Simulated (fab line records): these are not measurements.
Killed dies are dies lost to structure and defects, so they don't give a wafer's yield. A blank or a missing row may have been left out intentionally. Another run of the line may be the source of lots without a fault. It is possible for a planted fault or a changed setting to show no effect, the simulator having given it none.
Split-lot study :: flow n5Finfet :: on a route of 1938 steps: 7 lots, 21 wafers read

SPLIT DETAILS
At N5_BEOL_M1_ILD_DEP_00 (deposits SiOC from DEMS/O2, target thk 79 nm, time 15.3 s), the setting timeS was moved away from the recipe's 15.3 s on 4 of the 21 wafers read, by -12.4% to +11.5%. All remaining wafers had this setting at the recipe value.

No step appears in the file between the split and the reading.

THE READING
M1_ILD_THK (nm), taken at N5_BEOL_M1_THK_MEAS_01. Fault-free wafers of this fab line usually give 78.7 nm, standard deviation 1 nm.

wafer: L079.1
tool, chamber at the split: pecvd-03, 2,0
timeS as run, s: 13.41
against the recipe: -12.4%
M1_ILD_THK, nm: 69.3
against lot-mates on the recipe: -8.4

wafer: L079.2
tool, chamber at the split: pecvd-03, 1
timeS as run, s: 15.3
against the recipe: recipe
M1_ILD_THK, nm: 77.7
against lot-mates on the recipe: -

wafer: L079.5
tool, chamber at the split: pecvd-03, 2,0
timeS as run, s: 13.41
against the recipe: -12.4%
M1_ILD_THK, nm: 69.2
against lot-mates on the recipe: -8.5

wafer: L088.2
tool, chamber at the split: pecvd-01, 1
timeS as run, s: 15.3
against the recipe: recipe
M1_ILD_THK, nm: 77.0
against lot-mates on the recipe: -

wafer: L088.4
tool, chamber at the split: pecvd-01, 0
timeS as run, s: 15.3
against the recipe: recipe
M1_ILD_THK, nm: 79.0
against lot-mates on the recipe: -

wafer: L088.6
tool, chamber at the split: pecvd-01, 1
timeS as run, s: 15.3
against the recipe: recipe
M1_ILD_THK, nm: 78.2
against lot-mates on the recipe: -

wafer: L090.1
tool, chamber at the split: pecvd-03, 2
timeS as run, s: 16.06
against the recipe: +5.0%
M1_ILD_THK, nm: 83.4
against lot-mates on the recipe: +3.8

wafer: L090.3
tool, chamber at the split: pecvd-03, 1
timeS as run, s: 15.3
against the recipe: recipe
M1_ILD_THK, nm: 79.9
against lot-mates on the recipe: -

wafer: L090.5
tool, chamber at the split: pecvd-03, 1
timeS as run, s: 15.3
against the recipe: recipe
M1_ILD_THK, nm: 79.3
against lot-mates on the recipe: -

wafer: L092.1
tool, chamber at the split: pecvd-04, 2
timeS as run, s: 15.3
against the recipe: recipe
M1_ILD_THK, nm: 78.4
against lot-mates on the recipe: -

wafer: L092.2
tool, chamber at the split: pecvd-04, 0
timeS as run, s: 15.3
against the recipe: recipe
M1_ILD_THK, nm: 77.9
against lot-mates on the recipe: -

wafer: L092.3
tool, chamber at the split: pecvd-04, 1
timeS as run, s: 15.3
against the recipe: recipe
M1_ILD_THK, nm: 78.2
against lot-mates on the recipe: -

wafer: L094.1
tool, chamber at the split: pecvd-04, 1
timeS as run, s: 15.3
against the recipe: recipe
M1_ILD_THK, nm: 77.5
against lot-mates on the recipe: -

wafer: L094.4
tool, chamber at the split: pecvd-04, 2
timeS as run, s: 15.3
against the recipe: recipe
M1_ILD_THK, nm: 78.7
against lot-mates on the recipe: -

wafer: L094.6
tool, chamber at the split: pecvd-04, 1
timeS as run, s: 15.3
against the recipe: recipe
M1_ILD_THK, nm: 77.9
against lot-mates on the recipe: -

wafer: L096.1
tool, chamber at the split: pecvd-01, 0
timeS as run, s: 15.3
against the recipe: recipe
M1_ILD_THK, nm: 78.6
against lot-mates on the recipe: -

wafer: L096.3
tool, chamber at the split: pecvd-01, 1
timeS as run, s: 17.06
against the recipe: +11.5%
M1_ILD_THK, nm: 86.3
against lot-mates on the recipe: +7.2

wafer: L096.6
tool, chamber at the split: pecvd-01, 2
timeS as run, s: 15.3
against the recipe: recipe
M1_ILD_THK, nm: 79.6
against lot-mates on the recipe: -

wafer: L095.1
tool, chamber at the split: pecvd-01, 1
timeS as run, s: 15.3
against the recipe: recipe
M1_ILD_THK, nm: 77.2
against lot-mates on the recipe: -

wafer: L095.2
tool, chamber at the split: pecvd-01, 0
timeS as run, s: 15.3
against the recipe: recipe
M1_ILD_THK, nm: 77.8
against lot-mates on the recipe: -

wafer: L095.6
tool, chamber at the split: pecvd-01, 0
timeS as run, s: 15.3
against the recipe: recipe
M1_ILD_THK, nm: 78.8
against lot-mates on the recipe: -
The file does not say which wafer passed through which chamber wherever a row lists several chambers: such a row stands for several wafers.

FIT RESULTS
A straight line over all 21 wafers: M1_ILD_THK changes by +0.739 nm for each +1% of timeS; r = +0.98; the points scatter about the line by 0.82 nm.
The same after taking each lot's own level away (the mean of its wafers on the recipe; 21 wafers): +0.671 nm for each +1%; r = +0.99; scatter 0.53 nm.
Per that fit: largest timeS move, reading shift of 8.3 nm.
The span of the lots' own levels, 77.70 to 79.60 nm, comes to 1.9 times the standard deviation stated above.
Thus the slope moves with the lot-to-lot level: the two fits are different.
Check: for one of the wafers moved furthest among these (-12.4%), held out of the fit, the line's prediction against its lot-mates is -8.26 nm. It came out at -8.4 nm against them.

THESE WAFERS: OTHER SPLITS
Other splits were also applied to these wafers ahead of the reading. Each is held against what the fit with the lots' levels taken away leaves over:
other split on the same wafers: N5_BEOL_M0_SAQP_EXPOSE_37 doseMj
wafers away from the commonest value: 7
r with M1_ILD_THK (lot level and that fit taken away): -0.31

THE WHOLE CHAIN: every reading that the file lists as answering this split, in the file's order
step: N5_BEOL_M1_ILD_DEP_00
what it does: deposits SiOC from DEMS/O2, target thk 79 nm, time 15.3 s
reading: SiOC_of_BEOL_M1_ILD_DEP_00.thkNm (the simulator's own value, which no gauge read)
change (the file's fit): +0.669 nm for each +1% of the setting
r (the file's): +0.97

step: N5_BEOL_M1_THK_MEAS_01
what it does: 
reading: M1_ILD_THK
change (the file's fit): +0.668 for each +1% of the setting
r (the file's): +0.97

FILE'S OWN FIT
M1_ILD_THK changes by +0.668 nm for each +1% of timeS, r = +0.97.
